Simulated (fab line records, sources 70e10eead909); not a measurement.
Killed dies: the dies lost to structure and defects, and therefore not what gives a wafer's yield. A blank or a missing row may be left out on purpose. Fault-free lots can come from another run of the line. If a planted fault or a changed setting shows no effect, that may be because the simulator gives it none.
Matching of chambers | flow nandHarc | rieDiel-07 running NHARC_A_STAIRCASE_DESCUM_186: 4 sister chambers
The step chemistry O2, time 3 s. 4 wafers are shown with their chamber, then 7 later ones without.

EACH WAFER AND ITS CHAMBER
wafer  | chamber | drypumpMotorCurrentA (A)
L084.6 | 0       | 5.3
L087.3 | 3       | 5.1
L091.1 | 2       | 6.2
L091.3 | 1       | 6.7

WAFERS MISSING THEIR CHAMBER
wafer  | drypumpMotorCurrentA (A)
L091.4 | 5.1
L094.2 | 6.7
L094.3 | 6.2
L094.4 | 5.1
L097.1 | 6.1
L097.2 | 6.7
L097.3 | 5.3

THE CHAMBER EACH PASSED THROUGH
wafer  | from the rows above | in truth
L091.4 | 3                   | 3
L094.2 | 1                   | 1
L094.3 | 2                   | 2
L094.4 | 3                   | 3
L097.1 | 2                   | 2
L097.2 | 1                   | 1
L097.3 | 0                   | 0
Placed correctly: 7 of 7. Number that these rows cannot place: 0. 0 placed wrongly.
How it was worked out, from the rows above alone: a wafer's distance from a chamber is the root of the sum, over the readings, of the square of ((its reading less the chamber's mean) divided by the reading's scatter). If the next closest chamber is less than 2 further off than the closest, the wafer can't be placed; otherwise it belongs to the closest. A chamber's mean is the mean of its shown wafers. The scatter (one wafer shown for each chamber): square how far every hidden wafer sits from the nearest shown wafer, average those squares and take the square root.
